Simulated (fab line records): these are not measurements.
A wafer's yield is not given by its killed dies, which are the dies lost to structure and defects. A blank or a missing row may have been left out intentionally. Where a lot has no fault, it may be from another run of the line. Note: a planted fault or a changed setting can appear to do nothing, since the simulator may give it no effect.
Tool commonality check / flow nand_harc / 1 lot, 3 wafers sampled

WHY THIS WAS OPENED
At NHARC_END_SORT_01 the reading killed_at_periphery is flagged on 1 of 1 lot. Fault-free wafers read 2.9, with a standard deviation of 2.1.
Rule: a lot gets a flag if all its wafers with a number sit over 4 standard deviations from that mean, or if no wafer of it has a number. The other lots count as sound.

lot=L718; measured=day 21 00:12; on=prober-01; killed_at_periphery, wafer by wafer=653 653 651; flag=FLAGGED
The numbers of the flagged lots are 652.3 on average: +649.4 against the usual, or +99 or more standard deviations.

LOT BY LOT: THE TOOL USED
The record holds 4 process steps before the reading, out of a route of 1159 steps. Each cell gives the tool, then ch followed by the chambers the sampled wafers passed through, then the start.
lot=L718; flag=FLAGGED; NHARC_P_STI_ETCH_42=rie_diel-03 ch 0,1,3, day 3 09:41; NHARC_P_STI_ETCH_31=rie_diel-03 ch 0,2,3, day 5 04:14 or earlier; NHARC_P_GATE_EXPOSE_08=krf_scanner-04 ch 0, day 5 04:14; NHARC_P_GATE_HM_DEP_102=acl_dep-03 ch 0, day 5 16:48
What these steps do:
- NHARC_P_STI_ETCH_42: etches the open film in N2/H2, target depth 80 nm, overetch 24 nm, time 61 s.
- NHARC_P_STI_ETCH_31: etches the open film in CF4/CHF3, target depth 108.9 nm, time 54.5 s.
- NHARC_P_GATE_EXPOSE_08: exposes mask P HV.
- NHARC_P_GATE_HM_DEP_102: deposits aC, target thk 120 nm.
- NHARC_END_SORT_01

FLAGGED AGAINST TOTAL, ONE TOOL AT A TIME (gauges that did the reading follow at the end)
step=NHARC_P_STI_ETCH_42; tool=rie_diel-03; lots run=1; flagged=1; share of the flagged lots=all; sound lots run after its first flagged lot=0
step=NHARC_P_STI_ETCH_31; tool=rie_diel-03; lots run=1; flagged=1; share of the flagged lots=all; sound lots run after its first flagged lot=0
step=NHARC_P_GATE_EXPOSE_08; tool=krf_scanner-04; lots run=1; flagged=1; share of the flagged lots=all; sound lots run after its first flagged lot=0
step=NHARC_P_GATE_HM_DEP_102; tool=acl_dep-03; lots run=1; flagged=1; share of the flagged lots=all; sound lots run after its first flagged lot=0
step=NHARC_END_SORT_01; tool=prober-01; lots run=1; flagged=1; share of the flagged lots=all; sound lots run after its first flagged lot=0
With no start given for some of its lots, NHARC_P_STI_ETCH_31 uses the hours and lot order of NHARC_P_GATE_EXPOSE_08.

WHAT THE TABLE PERMITS
5 rows of the table ran every flagged lot: rie_diel-03 at NHARC_P_STI_ETCH_42, rie_diel-03 at NHARC_P_STI_ETCH_31, krf_scanner-04 at NHARC_P_GATE_EXPOSE_08, acl_dep-03 at NHARC_P_GATE_HM_DEP_102, prober-01 at NHARC_END_SORT_01.
- rie_diel-03 at NHARC_P_STI_ETCH_42: 1 of its 1 lot flagged. Because this sample shows no sound lot run on it before its first flagged lot, the start cannot be pinned down more closely.
- rie_diel-03 at NHARC_P_STI_ETCH_31: 1 of its 1 lot flagged. Because this sample shows no sound lot run on it before its first flagged lot, the start cannot be pinned down more closely.
- krf_scanner-04 at NHARC_P_GATE_EXPOSE_08: 1 of its 1 lot flagged. Because this sample shows no sound lot run on it before its first flagged lot, the start cannot be pinned down more closely.
- acl_dep-03 at NHARC_P_GATE_HM_DEP_102: 1 of its 1 lot flagged. Because this sample shows no sound lot run on it before its first flagged lot, the start cannot be pinned down more closely.
- prober-01 at NHARC_END_SORT_01: 1 of its 1 lot flagged. Because this sample shows no sound lot run on it before its first flagged lot, the start cannot be pinned down more closely.
Because each of these 4 tools fits a fault that began at some hour, counting lots does not separate them. More lots, or a look at what each step does to the wafer, might.

WHAT THE SIMULATOR PUT IN
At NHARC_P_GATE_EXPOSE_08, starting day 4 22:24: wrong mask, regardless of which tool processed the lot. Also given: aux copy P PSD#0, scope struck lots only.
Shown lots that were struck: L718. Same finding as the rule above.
